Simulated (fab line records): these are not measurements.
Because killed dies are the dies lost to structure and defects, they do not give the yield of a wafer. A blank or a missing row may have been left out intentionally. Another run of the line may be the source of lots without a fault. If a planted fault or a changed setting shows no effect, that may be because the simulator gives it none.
Chamber matching    flow nandHarc    NHARC_P_GATE_STRIP_67 on wetBench-04 has 6 sister chambers
The step strips in SPM, time 600 s. 6 wafers are shown with their chamber, then 6 later ones without.

WAFERS, EACH WITH ITS CHAMBER
wafer   chamber  runLengthS (s)
L237.5  2        602.6
L237.6  7        603.2
L239.4  6        602.9
L239.6  1        603.9
L243.1  3        602.3
L243.3  0        602.3

WAFERS MISSING THEIR CHAMBER
wafer   runLengthS (s)
L243.6  602.8
L251.1  603.0
L251.2  603.4
L251.4  601.6
L254.1  604.2
L254.4  602.8

THE CHAMBER EACH PASSED THROUGH
wafer   from the rows above                     in truth
L243.6  can't be placed: 6 or 2 or 7 or 0 or 3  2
L251.1  can't be placed: 6 or 7 or 2 or 0 or 3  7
L251.2  can't be placed: 7 or 1 or 6 or 2       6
L251.4  can't be placed: 0 or 3 or 2 or 6       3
L254.1  1                                       1
L254.4  can't be placed: 6 or 2 or 7 or 0 or 3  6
1 of 6 placed correctly. These rows do not allow placing 5 (true chamber among the candidates in 5). 0 placed wrongly.
How it was worked out, from the rows above alone: a wafer's distance from a chamber is the root of the sum, over the readings, of the square of ((its reading less the chamber's mean) divided by the reading's scatter). If the next closest chamber is less than 2 further off than the closest, the wafer can't be placed; otherwise it belongs to the closest. A chamber's mean is the mean of its shown wafers. The scatter: root of mean squared gap, hidden wafer to nearest shown wafer, with one shown wafer a chamber.
